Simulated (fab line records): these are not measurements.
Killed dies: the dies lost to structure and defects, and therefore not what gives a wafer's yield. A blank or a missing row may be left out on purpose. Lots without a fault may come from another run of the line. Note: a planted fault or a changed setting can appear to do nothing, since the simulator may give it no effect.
Chamber matching || flow nand_harc || NHARC_A_CONTACT_DEP_85 on pecvd-02: 3 sister chambers
The step deposits SiON, target thk 50 nm. 14 wafers are shown with their chamber, then 7 later ones without.

## WAFERS WITH THEIR CHAMBER
{"wafer": "L078.1", "chamber": 0, "showerhead_vpp_V (V)": 1164, "heater_power_w (W)": 656}
{"wafer": "L078.2", "chamber": 2, "showerhead_vpp_V (V)": 1110, "heater_power_w (W)": 829}
{"wafer": "L078.3", "chamber": 1, "showerhead_vpp_V (V)": 1253, "heater_power_w (W)": 706}
{"wafer": "L079.2", "chamber": 1, "showerhead_vpp_V (V)": 1237, "heater_power_w (W)": 665}
{"wafer": "L079.5", "chamber": 0, "showerhead_vpp_V (V)": 1173, "heater_power_w (W)": 791}
{"wafer": "L079.6", "chamber": 2, "showerhead_vpp_V (V)": 1115, "heater_power_w (W)": 900}
{"wafer": "L081.1", "chamber": 2, "showerhead_vpp_V (V)": 1111, "heater_power_w (W)": 948}
{"wafer": "L081.4", "chamber": 2, "showerhead_vpp_V (V)": 1127, "heater_power_w (W)": 945}
{"wafer": "L081.5", "chamber": 1, "showerhead_vpp_V (V)": 1255, "heater_power_w (W)": 690}
{"wafer": "L084.2", "chamber": 1, "showerhead_vpp_V (V)": 1250, "heater_power_w (W)": 677}
{"wafer": "L084.4", "chamber": 2, "showerhead_vpp_V (V)": 1134, "heater_power_w (W)": 930}
{"wafer": "L084.5", "chamber": 1, "showerhead_vpp_V (V)": 1216, "heater_power_w (W)": 693}
{"wafer": "L085.1", "chamber": 0, "showerhead_vpp_V (V)": 1177, "heater_power_w (W)": 689}
{"wafer": "L085.4", "chamber": 2, "showerhead_vpp_V (V)": 1128, "heater_power_w (W)": 853}

SIGNATURES, as means of the wafers listed above
{"reading": "showerhead_vpp_V", "chamber 0": 1171.33, "chamber 1": 1242.20, "chamber 2": 1120.83, "scatter within a chamber": 12.3}
{"reading": "heater_power_w", "chamber 0": 712.00, "chamber 1": 686.20, "chamber 2": 900.83, "scatter within a chamber": 46.1}
Rule: distance of a wafer from a chamber = root of the sum over the readings of ((wafer's reading minus chamber's mean) / reading's scatter) squared. If the next closest chamber is less than 2 further off than the closest, the wafer can't be placed; otherwise it belongs to the closest. The scatter is the square root of a quotient: the sum, over the shown wafers, of each reading's squared deviation from its chamber's mean, divided by wafers minus chambers.

## WAFERS MISSING THEIR CHAMBER
{"wafer": "L085.6", "showerhead_vpp_V (V)": 1158, "heater_power_w (W)": 691}
{"wafer": "L089.3", "showerhead_vpp_V (V)": 1178, "heater_power_w (W)": 691}
{"wafer": "L089.4", "showerhead_vpp_V (V)": 1122, "heater_power_w (W)": 950}
{"wafer": "L089.6", "showerhead_vpp_V (V)": 1242, "heater_power_w (W)": 767}
{"wafer": "L093.1", "showerhead_vpp_V (V)": 1125, "heater_power_w (W)": 848}
{"wafer": "L093.2", "showerhead_vpp_V (V)": 1232, "heater_power_w (W)": 613}
{"wafer": "L093.6", "showerhead_vpp_V (V)": 1189, "heater_power_w (W)": 728}

## CHAMBER TAKEN BY EACH
{"wafer": "L085.6", "from the rows above": 0, "in truth": 0}
{"wafer": "L089.3", "from the rows above": 0, "in truth": 0}
{"wafer": "L089.4", "from the rows above": 2, "in truth": 2}
{"wafer": "L089.6", "from the rows above": 1, "in truth": 1}
{"wafer": "L093.1", "from the rows above": 2, "in truth": 2}
{"wafer": "L093.2", "from the rows above": 1, "in truth": 1}
{"wafer": "L093.6", "from the rows above": 0, "in truth": 0}
Correct placement for 7 of the 7. Left unplaced by these rows: 0. Wrongly placed: 0.
